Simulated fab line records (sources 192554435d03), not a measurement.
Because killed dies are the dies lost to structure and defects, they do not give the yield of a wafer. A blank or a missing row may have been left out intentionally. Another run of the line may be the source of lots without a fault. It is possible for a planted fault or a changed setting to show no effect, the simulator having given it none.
Which of the tools did it?    flow n5 finfet    Sampling: 10 lots, 30 wafers, 3 of 1938 route steps

== WHAT EACH GAUGE READ, for each wafer ==
N5_BEOL_M9_CD_MEAS_28: target cd 70 nm.
lot   measured      on         cd nm (nm)
L609  day 11 06:28  cd sem-03  69.92 69.87 70.01
L610  day 11 13:58  cd sem-01  69.68 69.88 70.05
L615  day 12 14:41  cd sem-03  70.13 69.72 69.94
L614  day 12 17:56  cd sem-03  69.78 70.37 70.11
L619  day 13 21:29  cd sem-02  70.43 69.76 69.94
L620  day 14 03:55  cd sem-01  70.06 69.77 70.11
L622  day 14 12:53  cd sem-02  70.19 70.15 70.04
L625  day 15 07:30  cd sem-02  69.84 70.05 70.08
L626  day 15 07:32  cd sem-01  70.19 70.32 70.26
L627  day 15 10:19  cd sem-01  69.79 70.06 69.59

N5_BEOL_M9_OVL_MEAS_29.
lot   measured      on          V8_OVL (nm)
L609  day 11 06:29  overlay-02  -0.5 -1.0 0.2
L610  day 11 14:00  overlay-01  0.6 1.4 0.8
L615  day 12 14:43  overlay-01  11.2 10.5 11.6
L614  day 12 17:59  overlay-01  11.5 11.7 11.1
L619  day 13 21:31  overlay-01  11.6 12.4 11.7
L620  day 14 03:58  overlay-01  12.0 10.8 12.7
L622  day 14 12:56  overlay-01  -0.1 -0.6 -0.5
L625  day 15 07:32  overlay-01  -0.2 -0.5 0.2
L626  day 15 07:35  overlay-02  -0.3 0.1 -0.4
L627  day 15 10:21  overlay-01  -0.5 0.0 -0.1

== TOOL THAT RAN EACH LOT (tool first, then ch and the chambers of the sampled wafers, then the start) ==
lot   N5_BEOL_M9_EXPOSE_25
L609  euv scanner-01 ch 0, day 11 06:20
L610  euv scanner-01 ch 0, day 11 13:50
L615  euv scanner-01 ch 0, day 12 14:34
L614  euv scanner-01 ch 0, day 12 17:50
L619  euv scanner-01 ch 0, day 13 21:22
L620  euv scanner-01 ch 0, day 14 03:48
L622  euv scanner-02 ch 0, day 14 12:46
L625  euv scanner-02 ch 0, day 15 07:22
L626  euv scanner-02 ch 0, day 15 07:25
L627  euv scanner-02 ch 0, day 15 10:11
- N5_BEOL_M9_EXPOSE_25: exposes mask V8.

== AS READ BY THE TOOLS THEMSELVES (means over the sampled wafers that have a number; for cases with no such wafer, the mark the record gives instead) ==
The record holds no such reading with a usual standard deviation.

== THE ANSWER, worked out from the rows above alone ==
Rule: the lots themselves supply what counts as usual. Put in order of their means at a reading, lots are off if they are a third of the lots or fewer, leave a main group of 4 or more, and stand apart from it by a gap of 3 or more times the standard deviation of the main group's means; of several such gaps the widest counts. A main group is skipped when, at the precision printed for the reading in the tables above, its means are all equal. A lot without any number at a reading at which 4 lots or more have one is off too. All remaining lots with rows at the step are treated as sound. The gauges are gone through in route order, then the tools' own readings, and for those a lot's mean is taken as printed above. At the first step where some lot is off, the reading lying furthest off is the one used; lots without a number count as furthest.
Across all readings shown, no lot is off: no conclusion can be drawn from this.

== WHAT THE SIMULATOR HAD PUT IN ==
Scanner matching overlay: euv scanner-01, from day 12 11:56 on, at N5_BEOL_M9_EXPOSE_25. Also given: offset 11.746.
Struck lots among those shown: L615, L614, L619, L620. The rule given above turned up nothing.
